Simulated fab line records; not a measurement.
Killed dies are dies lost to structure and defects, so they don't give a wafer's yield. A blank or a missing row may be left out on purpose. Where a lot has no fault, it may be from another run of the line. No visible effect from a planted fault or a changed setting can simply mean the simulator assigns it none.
Problem report in the 8D (eight disciplines) form, filled by code / flow n5Finfet / the parts of the form that need people (team, actions taken, sign-off) are left out

== 1. WHAT WENT WRONG ==
runLengthS at N5_BEOL_M11_CVD_75 reads a mean of 64.6 s on 1 wafer of 1 lot; wafers without a fault read 162.2 s with a standard deviation of 0.6. That is -99 or more standard deviations from the usual mean.
The step: deposits Co from CCTBA/H2, target thk 2 nm, time 138.9 s.
Earliest sighting: wafer L377.1 on cvdCo-01 at day 14 08:47. At this step, 32 wafers from 11 lots have a number in the record. By rule, "out" or "out of limits" means more than 4 standard deviations away from the usual mean. The rest of the wafers with a number are treated as sound.

== 2. WHAT IT IS, AND WHAT IT ISN'T ==
question=which readings at this step | is=runLengthS | is not=-
question=which lots | is=L377 | is not=L360, L361, L362, L363, L367, L369, L370, L374, L382, L383
question=which wafers of those lots | is=L377.1 | is not=L377.5
question=read on which tools | is=cvdCo-01 | is not=cvdCo-02
question=when | is=from day 14 08:47 | is not=up to then (22 sound wafers); but 9 sound wafers of L374, L382, L383 came after

== 3. THE SUSPECTS, EACH WITH WHAT RULES IT OUT ==
Counting: any tool at a process step up to the reading remains a suspect provided it ran every lot that is out. Sound lots after the first of them don't rule it out here, since some wafers of a struck lot are sound.
- rieDiel-03 at N5_BEOL_M11_DESCUM_33 (chemistry O2, time 7.9 s): kept. It ran the lot that is out, L377 (day 14 06:02); its last sound lot up to then is L363 (day 11 12:50).
- rieDiel-03 at N5_BEOL_M11_ETCH_66 (etches SOC in N2/H2, target depth 120 nm, overetch 24 nm, time 180 s): kept. It ran the lot that is out, L377 (day 14 06:08); its last sound lot up to then is L363 (day 11 12:55).
- aldMetal-03 at N5_BEOL_M11_ALD_74 (deposits TaN, target thk 2 nm, pulse time 2 s, purge time 3 s): kept. It ran the lot that is out, L377 (day 14 07:44); its last sound lot up to then is L370 (day 13 03:52).
- cvdCo-01 at N5_BEOL_M11_CVD_75 (deposits Co from CCTBA/H2, target thk 2 nm, time 138.9 s): kept. It ran the lot that is out, L377 (day 14 08:47); its last sound lot up to then is L370 (day 13 04:15). Its own readings are out on those wafers: runLengthS.
- Within rieDiel-03 at N5_BEOL_M11_DESCUM_33: the wafers that are out ran in chamber 3; their sound lot-mates ran in chamber 2.
- Within rieDiel-03 at N5_BEOL_M11_ETCH_66: the wafers that are out ran in chamber 3; their sound lot-mates ran in chamber 2.
- Within cvdCo-01 at N5_BEOL_M11_CVD_75: the wafers that are out ran in chamber 0; their sound lot-mates ran in chamber 1.
Left after counting: rieDiel-03 at N5_BEOL_M11_DESCUM_33, rieDiel-03 at N5_BEOL_M11_ETCH_66, aldMetal-03 at N5_BEOL_M11_ALD_74, cvdCo-01 at N5_BEOL_M11_CVD_75.

== 4. THE CAUSE (what the simulator had put in) ==
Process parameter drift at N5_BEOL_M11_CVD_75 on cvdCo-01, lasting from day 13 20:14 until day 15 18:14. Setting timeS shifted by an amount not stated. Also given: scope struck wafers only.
Counting leaves 4 suspects; this tool is one of them.

== 5. SEQUENCE OF EFFECTS, ordered by route ==
Each row: a reading whose mean over the struck wafers that have a number lies more than 3 standard deviations from the usual. Only readings whose record carries a usual standard deviation are examined. hours: median over the lots of the time between each lot's start at the first step of this table that gives one and its start at this step. sigmas: the change, counted in usual standard deviations.
hours=0; step=N5_BEOL_M11_CVD_75; reading=runLengthS; usual=162.2 s; on struck wafers=64.6; change=-97.6; sigmas=-99 or more
Here are the process steps it includes:
- N5_BEOL_M11_CVD_75: deposits Co from CCTBA/H2, target thk 2 nm, time 138.9 s.

== 6. WHAT WOULD HAVE CAUGHT IT SOONER ==
First out-of-limits reading in this record: day 14 08:47, which is 13 hours after fault onset at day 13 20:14.
